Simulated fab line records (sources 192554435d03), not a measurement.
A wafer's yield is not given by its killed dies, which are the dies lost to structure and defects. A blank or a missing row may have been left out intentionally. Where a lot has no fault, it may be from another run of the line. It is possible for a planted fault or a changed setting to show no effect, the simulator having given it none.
Lot-split experiment :: flow n5 finfet :: 21 wafers read across 7 lots, on a route 1938 steps long

## THE SPLIT ITSELF
At N5_BEOL_M11_EXPOSE_25 (exposes mask V10), the setting dose mj was moved away from the recipe's 85.5 on 7 of the 21 wafers read, by +3.8% to +4.4%. All remaining wafers had this setting at the recipe value.

## FROM THE SPLIT TO THE READING: what the file shows between them, 2 steps
- N5_BEOL_M11_PEB_26: peb time 60 s
- N5_BEOL_M11_DEVELOP_27: develop time 30 s

## THE READING
cd nm (nm) at N5_BEOL_M11_CD_MEAS_28, where the cd target is 70 nm. Fault-free wafers of this fab line usually give 69.8 nm, standard deviation 1.2 nm.

wafer: L076.1
tool, chamber at the split: arfi scanner-03, 0
dose mj as run: 89.22
against the recipe: +4.4%
cd nm, nm: 71.8
against lot-mates on the recipe: +4.0

wafer: L076.2
tool, chamber at the split: arfi scanner-03, 0
dose mj as run: 89.22
against the recipe: +4.4%
cd nm, nm: 72.2
against lot-mates on the recipe: +4.4

wafer: L076.4
tool, chamber at the split: arfi scanner-03, 0
dose mj as run: 85.5
against the recipe: recipe
cd nm, nm: 67.8
against lot-mates on the recipe: -

wafer: L079.1
tool, chamber at the split: arfi scanner-02, 0
dose mj as run: 85.5
against the recipe: recipe
cd nm, nm: 71.3
against lot-mates on the recipe: -

wafer: L079.3
tool, chamber at the split: arfi scanner-02, 0
dose mj as run: 88.71
against the recipe: +3.8%
cd nm, nm: 74.2
against lot-mates on the recipe: +2.6

wafer: L079.6
tool, chamber at the split: arfi scanner-02, 0
dose mj as run: 85.5
against the recipe: recipe
cd nm, nm: 71.9
against lot-mates on the recipe: -

wafer: L083.3
tool, chamber at the split: arfi scanner-02, 0
dose mj as run: 89.05
against the recipe: +4.2%
cd nm, nm: 74.0
against lot-mates on the recipe: +3.7

wafer: L083.5
tool, chamber at the split: arfi scanner-02, 0
dose mj as run: 89.05
against the recipe: +4.2%
cd nm, nm: 73.3
against lot-mates on the recipe: +3.0

wafer: L083.6
tool, chamber at the split: arfi scanner-02, 0
dose mj as run: 85.5
against the recipe: recipe
cd nm, nm: 70.3
against lot-mates on the recipe: -

wafer: L088.2
tool, chamber at the split: arfi scanner-01, 0
dose mj as run: 85.5
against the recipe: recipe
cd nm, nm: 68.7
against lot-mates on the recipe: -

wafer: L088.3
tool, chamber at the split: arfi scanner-01, 0
dose mj as run: 85.5
against the recipe: recipe
cd nm, nm: 69.0
against lot-mates on the recipe: -

wafer: L088.4
tool, chamber at the split: arfi scanner-01, 0
dose mj as run: 85.5
against the recipe: recipe
cd nm, nm: 69.2
against lot-mates on the recipe: -

wafer: L091.1
tool, chamber at the split: arfi scanner-03, 0
dose mj as run: 85.5
against the recipe: recipe
cd nm, nm: 69.4
against lot-mates on the recipe: -

wafer: L091.4
tool, chamber at the split: arfi scanner-03, 0
dose mj as run: 85.5
against the recipe: recipe
cd nm, nm: 69.9
against lot-mates on the recipe: -

wafer: L091.5
tool, chamber at the split: arfi scanner-03, 0
dose mj as run: 85.5
against the recipe: recipe
cd nm, nm: 69.6
against lot-mates on the recipe: -

wafer: L096.3
tool, chamber at the split: arfi scanner-01, 0
dose mj as run: 89.26
against the recipe: +4.4%
cd nm, nm: 74.0
against lot-mates on the recipe: +4.5

wafer: L096.5
tool, chamber at the split: arfi scanner-01, 0
dose mj as run: 85.5
against the recipe: recipe
cd nm, nm: 69.5
against lot-mates on the recipe: -

wafer: L096.6
tool, chamber at the split: arfi scanner-01, 0
dose mj as run: 89.26
against the recipe: +4.4%
cd nm, nm: 73.6
against lot-mates on the recipe: +4.1

wafer: L097.2
tool, chamber at the split: arfi scanner-03, 0
dose mj as run: 85.5
against the recipe: recipe
cd nm, nm: 70.6
against lot-mates on the recipe: -

wafer: L097.4
tool, chamber at the split: arfi scanner-03, 0
dose mj as run: 85.5
against the recipe: recipe
cd nm, nm: 71.4
against lot-mates on the recipe: -

wafer: L097.5
tool, chamber at the split: arfi scanner-03, 0
dose mj as run: 85.5
against the recipe: recipe
cd nm, nm: 69.7
against lot-mates on the recipe: -

THE FIT
A straight line over all 21 wafers: cd nm changes by +0.8 nm for each +1% of dose mj; r = +0.84; the points scatter about the line by 1.1 nm.
The same after taking each lot's own level away (the mean of its wafers on the recipe; 21 wafers): +0.897 nm for each +1%; r = +0.97; scatter 0.43 nm.
According to that fit, moving dose mj by its largest amount changes the reading by 3.9 nm.
The span of the lots' own levels, 67.80 to 71.60 nm, comes to 3.2 times the standard deviation stated above.
Hence the slope depends on the lot-to-lot level, as the two fits are not the same.
Check: +3.83 nm against its lot-mates is what the line predicts for one of the wafers moved furthest among these (+4.4%) when that wafer is left out of the fit. It came out at +4.5 nm against them.

## FURTHER SPLITS ON THESE WAFERS
Other splits were also applied to these wafers ahead of the reading. Each is held against what the fit with the lots' levels taken away leaves over:
other split on the same wafers: N5_BEOL_M8_ETCH_62 time s
wafers away from the commonest value: 8
r with cd nm (lot level and that fit taken away): +0.40

other split on the same wafers: N5_BEOL_M9_ETCH_62 time s
wafers away from the commonest value: 5
r with cd nm (lot level and that fit taken away): -0.03

other split on the same wafers: N5_BEOL_M9_COAT_22 spin rpm
wafers away from the commonest value: 8
r with cd nm (lot level and that fit taken away): -0.24

other split on the same wafers: N5_BEOL_M11_COAT_59 spin rpm
wafers away from the commonest value: 5
r with cd nm (lot level and that fit taken away): -0.27

other split on the same wafers: N5_BEOL_M11_COAT_60 spin rpm
wafers away from the commonest value: 7
r with cd nm (lot level and that fit taken away): -0.12

## FILE'S OWN FIT
cd nm changes by +0.868 nm for each +1% of dose mj, r = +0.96.
